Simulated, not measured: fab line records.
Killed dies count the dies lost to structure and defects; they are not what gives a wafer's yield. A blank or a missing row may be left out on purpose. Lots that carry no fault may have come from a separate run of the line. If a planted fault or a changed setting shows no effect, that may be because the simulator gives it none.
Comparing a struck lot with a sound one	flow nand harc	13 out of 1159 route steps
Sound: wafers L894.2, L894.3, L894.5. Struck: wafers L900.2, L900.4, L900.6. Last of all comes the cause.
Each step with rows lists, per side, the tool, then ch with its chambers, then its first start. Under that, the readings that differ: sound wafers	struck wafers	difference of the means	sigmas: that difference in standard deviations of wafers without a fault.
alike: readings with means less than 2 such deviations apart, plus words and numbers identical on both sides. not compared: withheld readings, readings lacking a value on some wafer, bounds such as >300 that could conceal the same value, and numbers that have no deviation in the record and whose values overlap.
A row with sigmas, a row that says differs or no value, or rows on one side alone: a step with any of these is where the two part. When numbers do not overlap yet have no deviation, they are printed without sigmas and do not part them. A reading that every wafer of one side lacks parts them only if that side has two wafers or more.

first, 1 step without rows for these wafers: NHARC_A_SLIT_SRD_20.
NHARC_A_SLIT_CD_MEAS_21:
  sound on cd sem-03 at day 16 16:49; struck on cd sem-03 at day 17 11:05
  alike: cd nm
then, 3 steps without rows for these wafers: NHARC_A_SIN_REMOVE_WET_00 (chemistry H3PO4, time 15300 s); NHARC_A_SIN_REMOVE_PRECLEAN_01 (cleans in SC1); NHARC_A_SIN_REMOVE_SRD_02.
NHARC_A_SIN_REMOVE_INSPECT_04:
  sound on defect inspect-02 at day 16 22:50; struck on defect inspect-02 at day 17 18:46
  alike: raw defect count
NHARC_A_WL_FILL_ALD_00: deposits Al2O3, target thk 3 nm, pulse time 3 s, ald cycles 30.
  sound on ald hk-02 ch 0,2,3, day 16 23:07; struck on ald hk-02 ch 1,2,3, day 17 20:15
  alike: heater power w, precursor pulse height rel
NHARC_A_WL_FILL_RTA_01: time 5 s.
  sound on rtp anneal-01 ch 0, day 16 23:20; struck on rtp anneal-02 ch 0, day 17 20:32
reading	sound	struck	difference	sigmas
anneal temp c max	1005.6 1005.4 1006.3	1004.4 1003.5 1003.0	-2.1	-2
lamp power pct (%)	34 34 34	26 26 26	-8	-2
lamp_zone_6_pct (%)	34 34 34	26 26 26	-8	-2
  alike: lamp_zone_7_pct, wafer_temp_C_max
NHARC_A_WL_FILL_ALD_02: deposits TiN, target thk 2 nm, pulse time 3 s, ald cycles 100.
  sound on ald metal-04 ch 0,1, day 16 23:34; struck on ald metal-01 ch 1,2,3, day 17 20:44
  alike: heater power w, precursor pulse height rel
NHARC_A_WL_FILL_CVD_03: deposits W, target thk 40 nm, time 3302 s.
  sound on cvd w-02 ch 1, day 17 08:24; struck on cvd w-02 ch 0,1, day 17 21:38
  alike: heater power w, throttle valve pct
NHARC_A_WL_FILL_ETCHBACK_04: etches the open film in NF3, target depth 60 nm, time 120 s.
  sound on rie metal-03 ch 0,1, day 17 11:19; struck on rie metal-03 ch 0, day 18 00:31
reading	sound	struck	difference	sigmas
run length s (s)	140.7 140.7 140.8	131.4 131.2 131.2	-9.5	-22
  alike: chamber pressure mTorr, drypump motor current A, oes product au
  not compared: rf hours counter h
NHARC_A_WL_FILL_ETCHBACK_05: etches the open film in Cl2/BCl3, target depth 22 nm, time 60 s.
  sound on rie metal-03 ch 0,1, day 17 11:32; struck on rie metal-03 ch 1, day 18 00:46
  alike: chamber pressure mTorr, drypump motor current A, oes product au, run length s
  not compared: rf hours counter h
-- jump in the record: it breaks off in module A_WL_FILL and resumes in module END (first step shown: number 1159 of the route), and 5 days separate the struck wafers' starts before and after --
NHARC_END_SORT_01:
  only the struck wafers appear in the record here, on prober-02 ch 0 at day 22 15:04; the sound ones have no rows

## WHERE THEY PART
At NHARC_A_WL_FILL_RTA_01 first; at NHARC_END_SORT_01 last (within this record only).

WHY: what the simulator had put in
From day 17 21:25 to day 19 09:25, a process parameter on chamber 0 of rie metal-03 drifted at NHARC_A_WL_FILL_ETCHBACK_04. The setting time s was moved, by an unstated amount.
